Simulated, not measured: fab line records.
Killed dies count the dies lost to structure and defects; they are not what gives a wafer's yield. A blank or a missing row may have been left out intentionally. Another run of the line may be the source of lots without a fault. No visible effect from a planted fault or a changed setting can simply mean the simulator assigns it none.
Split-lot trial    flow n5 finfet    39 wafers read across 7 lots, on a route 1938 steps long

== SPLIT DETAILS ==
At N5_DUMMY_GATE_ETCH_37 (etches SOC in N2/H2, target depth 60 nm, overetch 30 nm), the setting source w was moved away from the recipe's 840 W on 15 of the 39 wafers read, by -15.1% to +16.5%. The other wafers ran this setting at the recipe's value.

The reading is taken at the split's own step.

== THE READING ==
rf vpp V, in V, at N5_DUMMY_GATE_ETCH_37 (etches SOC in N2/H2, target depth 60 nm, overetch 30 nm). A value of 524.8 V with a standard deviation of 2.7 V is what fault-free wafers of this fab line usually give.

wafer   tool, chamber at the split  source w as run, W  against the recipe  rf vpp V, V  against lot-mates on the recipe
L077.1  rie diel-02, 1              840                 recipe              525.9        -
L077.2  rie diel-02, 3              960.6               +14.4%              497.9        -26.2
L077.3  rie diel-02, 0              960.6               +14.4%              502.9        -21.2
L077.4  rie diel-02, 2              840                 recipe              519.3        -
L077.5  rie diel-02, 1              960.6               +14.4%              504.1        -20.0
L077.6  rie diel-02, 0              840                 recipe              527.0        -
L081.1  rie diel-03, 1              978.9               +16.5%              500.9        -21.9
L081.2  rie diel-03, 0              840                 recipe              522.4        -
L081.3  rie diel-03, 2              978.9               +16.5%              493.5        -29.3
L081.4  rie diel-03, 3              840                 recipe              522.9        -
L081.5  rie diel-03, 0              978.9               +16.5%              497.8        -25.0
L081.6  rie diel-03, 3              840                 recipe              523.1        -
L082.1  rie diel-06, 3              840                 recipe              528.6        -
L082.2  rie diel-06, 0              840                 recipe              522.1        -
L082.3  rie diel-06, 2              840                 recipe              524.6        -
L082.4  rie diel-06, 0              713.3               -15.1%              551.3        +26.2
L082.5  rie diel-06, 3              713.3               -15.1%              558.0        +32.9
L082.6  rie diel-06, 2              713.3               -15.1%              555.2        +30.1
L089.1  rie diel-03, 1              840                 recipe              526.1        -
L089.2  rie diel-03, 2              951.6               +13.3%              501.0        -23.6
L089.3  rie diel-03, 0              951.6               +13.3%              500.2        -24.4
L089.4  rie diel-03, 3              840                 recipe              522.3        -
L089.5  rie diel-03, 2              951.6               +13.3%              500.8        -23.8
L089.6  rie diel-03, 1              840                 recipe              525.4        -
L090.1  rie diel-06, 0              840                 recipe              524.1        -
L090.2  rie diel-06, 2              840                 recipe              526.2        -
L090.3  rie diel-06, 3              719.5               -14.3%              554.7        +30.0
L090.4  rie diel-06, 1              719.5               -14.3%              553.1        +28.4
L090.5  rie diel-06, 1              719.5               -14.3%              553.3        +28.6
L090.6  rie diel-06, 0              840                 recipe              523.8        -
L092.1  rie diel-06, 0              840                 recipe              523.2        -
L092.2  rie diel-06, 3              840                 recipe              527.0        -
L092.3  rie diel-06, 2              840                 recipe              525.6        -
L092.4  rie diel-06, 1              840                 recipe              525.5        -
L092.5  rie diel-06, 0              840                 recipe              523.1        -
L092.6  rie diel-06, 1              840                 recipe              527.7        -
L095.1  rie diel-03, 3              840                 recipe              521.3        -
L095.4  rie diel-03, 2              840                 recipe              520.6        -
L095.5  rie diel-03, 3              840                 recipe              524.2        -

THE FIT
A straight line over all 39 wafers: rf vpp V changes by -1.82 V for each +1% of source w; r = -0.99; the points scatter about the line by 2.8 V.
The same after taking each lot's own level away (the mean of its wafers on the recipe; 39 wafers): -1.78 V for each +1%; r = -0.99; scatter 2.7 V.
According to that fit, moving source w by its largest amount changes the reading by 29 V.
The lots' own levels span 522.03 to 525.35 V, that is 1.2 times the standard deviation above.
So the lot-to-lot level changes the slope little: the two slopes agree.
Check: with one of the wafers moved furthest among these (+16.5%) left out of the fit, the line predicts -29.1 V for it against its lot-mates. It came out at -21.9 V against them.
Tool readings at the split's step, against how far the setting was moved: rf vpp V r = -0.99.

== THE WHOLE CHAIN: every reading that the file lists as answering this split, in the file's order ==
step                   what it does                                             reading                                                                              change (the file's fit)                r (the file's)
N5_DUMMY_GATE_ETCH_37  etches SOC in N2/H2, target depth 60 nm, overetch 30 nm  rf vpp V                                                                             -1.77 V for each +1% of the setting    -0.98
N5_DUMMY_GATE_ETCH_37  etches SOC in N2/H2, target depth 60 nm, overetch 30 nm  SiARC_of_DUMMY_GATE_COAT_35.thk nm (the simulator's own value, which no gauge read)  -0.027 nm for each +1% of the setting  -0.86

== THE FILE'S OWN FIT ==
rf vpp V changes by -1.77 V for each +1% of source w, r = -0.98.
